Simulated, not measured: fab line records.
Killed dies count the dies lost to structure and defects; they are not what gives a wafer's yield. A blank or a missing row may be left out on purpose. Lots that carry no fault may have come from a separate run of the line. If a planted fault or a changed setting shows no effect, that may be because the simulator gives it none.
Split-lot trial | flow n5-finfet | route with 1938 steps; 7 lots, 21 wafers read

== ABOUT THE SPLIT ==
At N5_BEOL_M4_COAT_22 (resist thk 30 nm), the setting spin-rpm was moved away from the recipe's 1500 rpm on 9 of the 21 wafers read, by -10.7% to +4.1%. For the rest of the wafers, this setting stayed at what the recipe calls for.

== FROM THE SPLIT TO THE READING: what the file shows between them, 5 steps ==
- N5_BEOL_M4_EBR_24
- N5_BEOL_M4_SOFTBAKE_23: time 60 s
- N5_BEOL_M4_EXPOSE_25: exposes mask V3, defocus 5 nm
- N5_BEOL_M4_PEB_26: peb time 60 s
- N5_BEOL_M4_DEVELOP_27: develop time 30 s

== THE READING ==
CAR-EUV_of_BEOL_M4_COAT_22.thk-nm (the simulator's own value, which no gauge read), in nm, at N5_BEOL_M4_DESCUM_33 (chemistry O2, time 7 s). The file does not state a usual value for it. The 12 wafers here that ran the recipe average 26.1 nm, standard deviation 0.099 nm.

wafer  | tool, chamber at the split | spin-rpm as run, rpm | against the recipe | CAR-EUV_of_BEOL_M4_COAT_22.thk-nm, nm | against lot-mates on the recipe
L074.2 | litho-track-02, 0          | 1500                 | recipe             | 26.2                                  | -
L074.3 | litho-track-02, 0          | 1500                 | recipe             | 26.2                                  | -
L074.5 | litho-track-02, 0          | 1500                 | recipe             | 26.2                                  | -
L081.3 | litho-track-03, 0          | 1500                 | recipe             | 26.2                                  | -
L081.4 | litho-track-03, 0          | 1500                 | recipe             | 26.2                                  | -
L081.5 | litho-track-03, 0          | 1420                 | -5.3%              | 27                                    | +0.8
L084.1 | litho-track-05, 0          | 1500                 | recipe             | 26                                    | -
L084.4 | litho-track-05, 0          | 1500                 | recipe             | 26                                    | -
L084.6 | litho-track-05, 0          | 1500                 | recipe             | 26                                    | -
L092.1 | litho-track-05, 0          | 1553                 | +3.5%              | 25.4                                  | -0.6
L092.3 | litho-track-05, 0          | 1500                 | recipe             | 26                                    | -
L092.4 | litho-track-05, 0          | 1500                 | recipe             | 26                                    | -
L088.2 | litho-track-03, 0          | 1561                 | +4.1%              | 25.6                                  | -0.4
L088.6 | litho-track-03, 0          | 1561                 | +4.1%              | 25.6                                  | -0.4
L088.5 | litho-track-03, 0          | 1500                 | recipe             | 26                                    | -
L089.2 | litho-track-05, 0          | 1500                 | recipe             | 26                                    | -
L089.5 | litho-track-05, 0          | 1339                 | -10.7%             | 27.6                                  | +1.6
L089.6 | litho-track-05, 0          | 1339                 | -10.7%             | 27.8                                  | +1.8
L093.1 | litho-track-03, 0          | 1352                 | -9.9%              | 27.8                                  | no lot-mate on the recipe
L093.5 | litho-track-03, 0          | 1352                 | -9.9%              | 27.8                                  | no lot-mate on the recipe
L093.6 | litho-track-03, 0          | 1352                 | -9.9%              | 27.6                                  | no lot-mate on the recipe

THE FIT
A straight line over all 21 wafers: CAR-EUV_of_BEOL_M4_COAT_22.thk-nm changes by -0.157 nm for each +1% of spin-rpm; r = -0.99; the points scatter about the line by 0.12 nm.
The same after taking each lot's own level away (the mean of its wafers on the recipe; 18 wafers): -0.15 nm for each +1%; r = -0.99; scatter 0.084 nm.
Per that fit: largest spin-rpm move, reading shift of 1.6 nm.
The span of the lots' own levels, 26.00 to 26.20 nm, comes to 2.0 times the standard deviation stated above.
So the lot-to-lot level changes the slope little: the two slopes agree.
Check: +1.67 nm against its lot-mates is what the line predicts for one of the wafers moved furthest among these (-10.7%) when that wafer is left out of the fit. It came out at +1.6 nm against them.

== THE WHOLE CHAIN: every reading that the file lists as answering this split, in the file's order ==
step                  | what it does           | reading                                                                            | change (the file's fit)               | r (the file's)
N5_BEOL_M4_COAT_22    | resist thk 30 nm       | CAR-EUV_of_BEOL_M4_COAT_22.thk-nm (the simulator's own value, which no gauge read) | -0.17 nm for each +1% of the setting  | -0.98
N5_BEOL_M4_DEVELOP_27 | develop time 30 s      | CAR-EUV_of_BEOL_M4_COAT_22.thk-nm (the simulator's own value, which no gauge read) | -0.162 nm for each +1% of the setting | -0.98
N5_BEOL_M4_DESCUM_33  | chemistry O2, time 7 s | CAR-EUV_of_BEOL_M4_COAT_22.thk-nm (the simulator's own value, which no gauge read) | -0.152 nm for each +1% of the setting | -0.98

== THE FILE'S OWN FIT ==
CAR-EUV_of_BEOL_M4_COAT_22.thk-nm changes by -0.152 nm for each +1% of spin-rpm, r = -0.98.
